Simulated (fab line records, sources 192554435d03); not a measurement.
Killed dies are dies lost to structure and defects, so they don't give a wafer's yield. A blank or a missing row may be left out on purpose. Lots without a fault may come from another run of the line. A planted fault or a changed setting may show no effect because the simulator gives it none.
Chamber matching | flow n5_finfet | N5_BEOL_M9_ETCH_61 on rie_diel-05: 3 sister chambers
The step etches SiARC in CF4, target depth 39 nm, time 65 s. 3 wafers are shown with their chamber, then 5 later ones without.

WAFERS WITH THEIR CHAMBER
wafer  | chamber | showerhead_plenum_p_Torr (Torr)
L078.1 | 2       | 2.18
L092.2 | 0       | 2.05
L092.3 | 3       | 2.21

WAFERS WITHOUT THEIR CHAMBER
wafer  | showerhead_plenum_p_Torr (Torr)
L093.1 | 2.21
L093.3 | 2.05
L093.6 | 2.21
L094.2 | 2.17
L094.3 | 2.05

WHICH CHAMBER EACH WENT THROUGH
wafer  | from the rows above | in truth
L093.1 | 3                   | 3
L093.3 | 0                   | 0
L093.6 | 3                   | 3
L094.2 | 2                   | 2
L094.3 | 0                   | 0
Placed correctly: 5 of 5. Can't be placed from these rows: 0. Placed wrongly: 0.
How it was worked out, from the rows above alone: a wafer's distance from a chamber is the root of the sum, over the readings, of the square of ((its reading less the chamber's mean) divided by the reading's scatter). The wafer belongs to the nearest chamber; if the next one is less than 2 further off, it can't be placed. A chamber's mean is the mean of its shown wafers. The scatter: with one shown wafer a chamber, the root of the mean of the squares of how far each hidden wafer lies from its nearest shown one.
